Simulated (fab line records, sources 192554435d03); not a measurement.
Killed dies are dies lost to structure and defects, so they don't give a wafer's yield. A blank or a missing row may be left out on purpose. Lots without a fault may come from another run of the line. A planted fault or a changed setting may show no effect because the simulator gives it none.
Chamber matching | flow n5_finfet | N5_HKMG_FIN_STRIP_34 on rie_diel-01: 4 sister chambers
The step strips in CF4. 4 wafers are shown with their chamber, then 8 later ones without.

WAFERS WITH THEIR CHAMBER
wafer  | chamber | drypump_motor_current_A (A)
L093.1 | 1       | 5.2
L093.4 | 0       | 4.9
L093.5 | 2       | 6.4
L094.1 | 3       | 4.9

WAFERS WITHOUT THEIR CHAMBER
wafer  | drypump_motor_current_A (A)
L094.5 | 6.4
L094.6 | 4.9
L096.1 | 6.4
L096.3 | 4.9
L096.5 | 4.9
L097.1 | 5.3
L097.2 | 4.9
L097.3 | 6.4

WHICH CHAMBER EACH WENT THROUGH
wafer  | from the rows above     | in truth
L094.5 | 2                       | 2
L094.6 | can't be placed: 0 or 3 | 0
L096.1 | 2                       | 2
L096.3 | can't be placed: 0 or 3 | 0
L096.5 | can't be placed: 0 or 3 | 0
L097.1 | 1                       | 1
L097.2 | can't be placed: 0 or 3 | 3
L097.3 | 2                       | 2
Placed correctly: 4 of 8. Can't be placed from these rows: 4 (the true chamber is among the candidates in 4). Placed wrongly: 0.
How it was worked out, from the rows above alone: a wafer's distance from a chamber is the root of the sum, over the readings, of the square of ((its reading less the chamber's mean) divided by the reading's scatter). The wafer belongs to the nearest chamber; if the next one is less than 2 further off, it can't be placed. A chamber's mean is the mean of its shown wafers. The scatter: with one shown wafer a chamber, the root of the mean of the squares of how far each hidden wafer lies from its nearest shown one.
